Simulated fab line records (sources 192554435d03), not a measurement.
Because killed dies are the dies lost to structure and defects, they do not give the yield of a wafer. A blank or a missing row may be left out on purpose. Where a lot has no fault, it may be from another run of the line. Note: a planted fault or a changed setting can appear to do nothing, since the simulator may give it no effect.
Which tool did it? + flow n5 finfet + 24 wafers from 8 lots sampled at 8 of the route's 1938 steps

## WHAT EACH GAUGE READ, for each wafer
N5_MOL_CONTACT_COAG_CD_MEAS_84 targets a cd of 25.1 nm. Usual: cd nm reads 25.12 nm (standard deviation 0.29).
| lot  | measured     | on        | cd nm (nm)        | flag |
|------|--------------|-----------|-------------------|------|
| L135 | day 5 18:41  | cd sem-02 | 25.03 25.32 24.63 |      |
| L142 | day 7 15:35  | cd sem-02 | 24.80 24.92 24.67 |      |
| L143 | day 7 22:38  | cd sem-01 | 24.97 24.94 24.96 |      |
| L150 | day 9 13:20  | cd sem-03 | 24.99 25.00 25.10 |      |
| L134 | day 10 02:49 | cd sem-02 | 25.33 25.50 25.12 |      |
| L152 | day 10 07:58 | cd sem-02 | 25.61 25.25 25.71 |      |
| L153 | day 10 14:34 | cd sem-01 | 25.39 24.90 25.33 |      |
| L155 | day 10 20:26 | cd sem-01 | 25.26 24.90 25.07 |      |

N5_MOL_CONTACT_COAG_CD_MEAS_137 targets a cd of 16 nm. Usual: cd nm reads 15.9 nm (standard deviation 0.31).
| lot  | measured     | on        | cd nm (nm)     | flag |
|------|--------------|-----------|----------------|------|
| L135 | day 5 19:48  | cd sem-01 | 16.0 16.2 15.8 |      |
| L142 | day 7 16:37  | cd sem-03 | - - -          | OFF  |
| L143 | day 8 00:07  | cd sem-03 | - - -          | OFF  |
| L150 | day 9 14:34  | cd sem-03 | 15.7 15.9 15.9 |      |
| L134 | day 10 03:58 | cd sem-01 | 16.1 16.1 16.0 |      |
| L152 | day 10 08:54 | cd sem-03 | 16.7 16.2 16.3 |      |
| L153 | day 10 15:42 | cd sem-03 | 16.1 16.0 15.9 |      |
| L155 | day 10 21:29 | cd sem-03 | 16.0 15.7 15.8 |      |

N5_BEOL_M4_RC_MEAS_101. Usual: DIBL_N 36.1 mV/V, standard deviation 1.6; DIBL_P 35.7 mV/V, standard deviation 1.8; IOFF_N 0.159 nA/um, standard deviation 0.027; IOFF_P 0.21 nA/um, standard deviation 0.03; ION_N 673 uA/um, standard deviation 10; ION_P 462 uA/um, standard deviation 7.4; SS_N 71.4 mV/dec, standard deviation 0.56; SS_P 73.2 mV/dec, standard deviation 0.61; VT_N 249.7 mV, standard deviation 3; VT_P -250 mV, standard deviation 3.1.
| lot  | measured     | on        | DIBL_N (mV/V)  | DIBL_P (mV/V)  | IOFF_N (nA/um)    | IOFF_P (nA/um) | ION_N (uA/um) | ION_P (uA/um) | SS_N (mV/dec)  | SS_P (mV/dec)  | VT_N (mV)         | VT_P (mV)      | flag |
|------|--------------|-----------|----------------|----------------|-------------------|----------------|---------------|---------------|----------------|----------------|-------------------|----------------|------|
| L135 | day 8 15:06  | prober-02 | 33.5 35.2 37.1 | 30.8 33.0 34.6 | 0.133 0.156 0.187 | 0.20 0.23 0.26 | 683 686 677   | 480 476 471   | 70.9 70.7 72.3 | 72.1 72.6 73.4 | 249.5 249.5 245.7 | -248 -246 -244 |      |
| L150 | day 12 17:29 | prober-01 | 35.4 38.7 39.3 | 35.2 38.5 38.7 | 0.131 0.195 0.200 | 0.18 0.23 0.23 | 675 679 686   | 462 463 466   | 70.7 71.5 71.9 | 72.7 74.0 74.1 | 249.4 246.7 248.2 | -251 -249 -246 |      |
| L134 | day 13 19:43 | prober-02 | 35.2 34.6 35.8 | 36.1 35.4 36.3 | 0.172 0.143 0.170 | 0.23 0.23 0.24 | 691 664 680   | 479 471 468   | 71.9 71.3 71.6 | 73.7 73.3 74.1 | 247.3 251.2 250.4 | -247 -246 -246 |      |
| L152 | day 13 17:08 | prober-01 | 34.9 35.7 36.4 | 34.5 36.9 37.7 | 0.122 0.148 0.163 | 0.17 0.21 0.21 | 666 683 683   | 455 467 465   | 71.1 70.8 71.6 | 73.3 73.6 73.8 | 253.6 250.6 250.1 | -252 -250 -251 |      |
| L153 | day 13 21:15 | prober-01 | 37.1 35.3 36.2 | 36.8 34.9 36.0 | 0.195 0.147 0.178 | 0.23 0.19 0.22 | 678 672 677   | 461 457 463   | 71.9 71.5 72.2 | 72.9 72.3 72.4 | 247.2 251.9 249.4 | -250 -253 -250 |      |
| L155 | day 14 16:55 | prober-02 | 34.9 40.0 37.2 | 33.0 39.2 35.1 | 0.124 0.210 0.147 | 0.19 0.30 0.23 | 667 684 675   | 465 473 478   | 70.6 71.4 70.6 | 72.9 75.1 73.6 | 250.1 246.3 249.8 | -249 -246 -248 |      |

## EACH LOT AND THE TOOL THAT RAN IT (in order: tool; ch and the chambers of the sampled wafers; start)
| lot  | N5_MOL_CONTACT_COAG_PRE_CLEAN_142 | N5_MOL_CONTACT_COAG_ETCHBACK_135   | N5_MOL_CONTACT_COAG_VIA_ETCH_46    | N5_MOL_CONTACT_COAG_ETCH_47        | N5_MOL_CONTACT_COAG_ETCH_124      |
|------|-----------------------------------|------------------------------------|------------------------------------|------------------------------------|-----------------------------------|
| L135 | pvd sputter-02, day 5 14:45       | rie diel-01 ch 1,2,3, day 5 19:26  | rie diel-01 ch 1,2,3, day 5 19:28  | rie diel-01 ch 1,2,3, day 5 19:34  | rie diel-01 ch 2,3, day 5 20:55   |
| L142 | pvd sputter-03, day 7 11:46       | rie diel-01 ch 0,1, day 7 16:15    | rie diel-01 ch 0,1, day 7 16:17    | rie diel-01 ch 0,1, day 7 16:23    | rie diel-06 ch 0,2,3, day 7 18:06 |
| L143 | pvd sputter-02, day 7 16:00       | rie diel-01 ch 0,1,2, day 7 23:40  | rie diel-01 ch 0,1,2, day 7 23:42  | rie diel-01 ch 0,1,2, day 7 23:49  | rie diel-06 ch 1,2,3, day 8 01:04 |
| L150 | pvd sputter-03, day 9 09:13       | rie diel-01 ch 1,2, day 9 14:10    | rie diel-01 ch 1,2, day 9 14:11    | rie diel-01 ch 1,2, day 9 14:18    | rie diel-06 ch 0,2,3, day 9 17:38 |
| L134 | pvd sputter-02, day 9 22:19       | rie diel-01 ch 0,1, day 10 03:33   | rie diel-01 ch 0,1, day 10 03:35   | rie diel-01 ch 0,1, day 10 03:41   | rie diel-01 ch 0,1, day 10 05:04  |
| L152 | pvd sputter-01, day 10 03:56      | rie diel-01 ch 0,1,3, day 10 08:32 | rie diel-01 ch 0,1,3, day 10 08:34 | rie diel-01 ch 0,1,3, day 10 08:40 | rie diel-03 ch 2,3, day 10 09:50  |
| L153 | pvd sputter-03, day 10 10:23      | rie diel-01 ch 1,2,3, day 10 15:19 | rie diel-01 ch 1,2,3, day 10 15:21 | rie diel-01 ch 1,2,3, day 10 15:28 | rie diel-03 ch 1,3, day 10 17:41  |
| L155 | pvd sputter-03, day 10 16:22      | rie diel-03 ch 1,2, day 10 21:07   | rie diel-03 ch 1,2, day 10 21:08   | rie diel-03 ch 1,2, day 10 21:15   | rie diel-01 ch 0,1, day 10 22:51  |
- N5_MOL_CONTACT_COAG_PRE_CLEAN_142: time 60 s.
- N5_MOL_CONTACT_COAG_ETCHBACK_135: etches SiO2 in CHF3, target depth 25 nm, time 16.7 s.
- N5_MOL_CONTACT_COAG_VIA_ETCH_46: etches SiO2 in C4F6/O2, target depth 46 nm, overetch 9.2 nm, time 40 s.
- N5_MOL_CONTACT_COAG_ETCH_47: etches SiNx in CH3F/O2, stops on W, target depth 27 nm.
- N5_MOL_CONTACT_COAG_ETCH_124: etches SiNx in CH3F/O2, stops on SiOC, target depth 6.5 nm.

## AS READ BY THE TOOLS THEMSELVES (means over the sampled wafers that have a number; for cases with no such wafer, the mark the record gives instead)
N5_MOL_CONTACT_COAG_PRE_CLEAN_142. Usual: heater power w reads 446 W (standard deviation 36).
| lot  | tool           | heater power w (W) | flag |
|------|----------------|--------------------|------|
| L135 | pvd sputter-02 | 437                |      |
| L142 | pvd sputter-03 | 417                |      |
| L143 | pvd sputter-02 | 437                |      |
| L150 | pvd sputter-03 | 436                |      |
| L134 | pvd sputter-02 | 447                |      |
| L152 | pvd sputter-01 | 445                |      |
| L153 | pvd sputter-03 | 443                |      |
| L155 | pvd sputter-03 | 442                |      |

N5_MOL_CONTACT_COAG_ETCHBACK_135. Usual: drypump motor current A 5.59 A, standard deviation 0.29; oes product au 0.77 a.u., standard deviation 0.071; rf vpp V 522 V, standard deviation 10; showerhead plenum p Torr 2.41 Torr, standard deviation 0.061; throttle valve pct 18.77 %, standard deviation 0.3.
| lot  | tool        | drypump motor current A (A) | oes product au (a.u.) | rf vpp V (V) | showerhead plenum p Torr (Torr) | throttle valve pct (%) | flag |
|------|-------------|-----------------------------|-----------------------|--------------|---------------------------------|------------------------|------|
| L135 | rie diel-01 | 5.55                        | 0.80                  | 528          | 2.42                            | 18.76                  |      |
| L142 | rie diel-01 | 5.67                        | 0.84                  | 525          | 2.50                            | 18.49                  |      |
| L143 | rie diel-01 | 5.63                        | 0.77                  | 528          | 2.47                            | 18.76                  |      |
| L150 | rie diel-01 | 5.60                        | 0.70                  | 531          | 2.45                            | 19.03                  |      |
| L134 | rie diel-01 | 5.57                        | 0.78                  | 525          | 2.47                            | 18.70                  |      |
| L152 | rie diel-01 | 5.56                        | 0.81                  | 525          | 2.43                            | 18.55                  |      |
| L153 | rie diel-01 | 5.53                        | 0.75                  | 527          | 2.41                            | 18.81                  |      |
| L155 | rie diel-03 | 6.11                        | 0.71                  | 531          | 2.35                            | 18.72                  |      |

N5_MOL_CONTACT_COAG_VIA_ETCH_46. Usual: C4F6_flow_sccm 10.00 sccm, standard deviation 0.031; O2_flow_sccm 10.00 sccm, standard deviation 0.034; drypump motor current A 5.59 A, standard deviation 0.29; oes product au 0.70 a.u., standard deviation 0.061; rf vpp V 1583 V, standard deviation 29; showerhead plenum p Torr 2.88 Torr, standard deviation 0.072; throttle valve pct 41.0 %, standard deviation 0.51.
| lot  | tool        | C4F6_flow_sccm (sccm) | O2_flow_sccm (sccm) | drypump motor current A (A) | oes product au (a.u.) | rf vpp V (V) | showerhead plenum p Torr (Torr) | throttle valve pct (%) | flag |
|------|-------------|-----------------------|---------------------|-----------------------------|-----------------------|--------------|---------------------------------|------------------------|------|
| L135 | rie diel-01 | 10.00                 | 10.02               | 5.54                        | 0.72                  | 1599         | 2.89                            | 41.1                   |      |
| L142 | rie diel-01 | -                     | -                   | -                           | -                     | -            | -                               | -                      | OFF  |
| L143 | rie diel-01 | -                     | -                   | -                           | -                     | -            | -                               | -                      | OFF  |
| L150 | rie diel-01 | 9.99                  | 10.04               | 5.61                        | 0.63                  | 1606         | 2.92                            | 41.4                   |      |
| L134 | rie diel-01 | 9.96                  | 10.03               | 5.57                        | 0.70                  | 1591         | 2.95                            | 40.6                   |      |
| L152 | rie diel-01 | 10.03                 | 10.02               | 5.58                        | 0.73                  | 1589         | 2.90                            | 40.7                   |      |
| L153 | rie diel-01 | 9.98                  | 9.99                | 5.56                        | 0.68                  | 1597         | 2.87                            | 41.2                   |      |
| L155 | rie diel-03 | 9.98                  | 10.00               | 6.14                        | 0.65                  | 1606         | 2.81                            | 40.4                   |      |

N5_MOL_CONTACT_COAG_ETCH_47. Usual: CH3F_flow_sccm 29.99 sccm, standard deviation 0.093; O2_flow_sccm 20.00 sccm, standard deviation 0.06; drypump motor current A 5.59 A, standard deviation 0.29; etch rf on time s 31.4 s, standard deviation 0.59; oes product au 0.69 a.u., standard deviation 0.063; rf vpp V 297 V, standard deviation 5.8; showerhead plenum p Torr 2.03 Torr, standard deviation 0.053; throttle valve pct 16.4 %, standard deviation 0.31.
| lot  | tool        | CH3F_flow_sccm (sccm) | O2_flow_sccm (sccm) | drypump motor current A (A) | etch rf on time s (s) | oes product au (a.u.) | rf vpp V (V) | showerhead plenum p Torr (Torr) | throttle valve pct (%) | flag |
|------|-------------|-----------------------|---------------------|-----------------------------|-----------------------|-----------------------|--------------|---------------------------------|------------------------|------|
| L135 | rie diel-01 | 29.96                 | 19.99               | 5.53                        | 31.9                  | 0.71                  | 300          | 2.04                            | 16.4                   |      |
| L142 | rie diel-01 | 30.06                 | 20.01               | 5.65                        | 50.8                  | 0.31                  | 298          | 2.10                            | 16.0                   | OFF  |
| L143 | rie diel-01 | 29.84                 | 19.98               | 5.61                        | 50.8                  | 0.29                  | 300          | 2.08                            | 16.3                   | OFF  |
| L150 | rie diel-01 | 30.02                 | 19.94               | 5.60                        | 31.6                  | 0.63                  | 302          | 2.06                            | 16.7                   |      |
| L134 | rie diel-01 | 29.92                 | 20.03               | 5.56                        | 30.4                  | 0.70                  | 298          | 2.08                            | 16.3                   |      |
| L152 | rie diel-01 | 30.03                 | 20.00               | 5.57                        | 30.9                  | 0.73                  | 298          | 2.04                            | 16.1                   |      |
| L153 | rie diel-01 | 29.99                 | 20.03               | 5.53                        | 31.5                  | 0.67                  | 300          | 2.03                            | 16.4                   |      |
| L155 | rie diel-03 | 30.03                 | 20.08               | 6.12                        | 32.2                  | 0.64                  | 301          | 1.98                            | 16.4                   |      |

N5_MOL_CONTACT_COAG_ETCH_124. Usual: CH3F_flow_sccm 30.00 sccm, standard deviation 0.094; O2_flow_sccm 20.00 sccm, standard deviation 0.06; drypump motor current A 5.57 A, standard deviation 0.26; oes product au 0.67 a.u., standard deviation 0.059; rf vpp V 296 V, standard deviation 5.7; showerhead plenum p Torr 2.04 Torr, standard deviation 0.055; throttle valve pct 16.3 %, standard deviation 0.32.
| lot  | tool        | CH3F_flow_sccm (sccm) | O2_flow_sccm (sccm) | drypump motor current A (A) | oes product au (a.u.) | rf vpp V (V) | showerhead plenum p Torr (Torr) | throttle valve pct (%) | flag |
|------|-------------|-----------------------|---------------------|-----------------------------|-----------------------|--------------|---------------------------------|------------------------|------|
| L135 | rie diel-01 | 30.09                 | 19.94               | 5.61                        | 0.66                  | 302          | 2.03                            | 16.4                   |      |
| L142 | rie diel-06 | 29.92                 | 20.03               | 5.51                        | 0.30                  | 292          | 2.01                            | 16.3                   | OFF  |
| L143 | rie diel-06 | 30.01                 | 20.00               | 5.41                        | 0.28                  | 292          | 2.05                            | 16.6                   | OFF  |
| L150 | rie diel-06 | 29.95                 | 20.02               | 5.51                        | 0.67                  | 292          | 2.01                            | 16.4                   |      |
| L134 | rie diel-01 | 29.99                 | 19.99               | 5.64                        | 0.69                  | 299          | 2.09                            | 16.1                   |      |
| L152 | rie diel-03 | 30.01                 | 19.97               | 5.94                        | 0.61                  | 298          | 1.98                            | 16.5                   |      |
| L153 | rie diel-03 | 29.93                 | 20.00               | 5.35                        | 0.63                  | 299          | 1.99                            | 16.3                   |      |
| L155 | rie diel-01 | 29.98                 | 20.04               | 5.55                        | 0.66                  | 299          | 2.07                            | 16.3                   |      |

## THE ANSWER, worked out from the rows above alone
Rule: a lot is off if the mean of its wafers that have a number lies more than 3 standard deviations from the usual mean. A lot without any number at a reading at which 4 lots or more have one is off too. Any other lot the step has rows for is counted as sound. The gauges are gone through in route order, then the tools' own readings, and for those a lot's mean is taken as printed above. The first step at which some lot is off is used, and at that step the reading that is off furthest; a lot without a number counts as furthest.
Off at N5_MOL_CONTACT_COAG_CD_MEAS_137 (cd nm): L142, L143. Without a number there: L142, L143.
If a tool, at a process step before that reading, ran all the lots that are off and no sound lot after the first of them, it fits. Not tried: the gauges at N5_MOL_CONTACT_COAG_CD_MEAS_137; whatever is off there is also off at N5_MOL_CONTACT_COAG_VIA_ETCH_46, on other tools, and gauge error can't account for it. None of those tried fits.

## WHAT HAD BEEN PUT IN BY THE SIMULATOR
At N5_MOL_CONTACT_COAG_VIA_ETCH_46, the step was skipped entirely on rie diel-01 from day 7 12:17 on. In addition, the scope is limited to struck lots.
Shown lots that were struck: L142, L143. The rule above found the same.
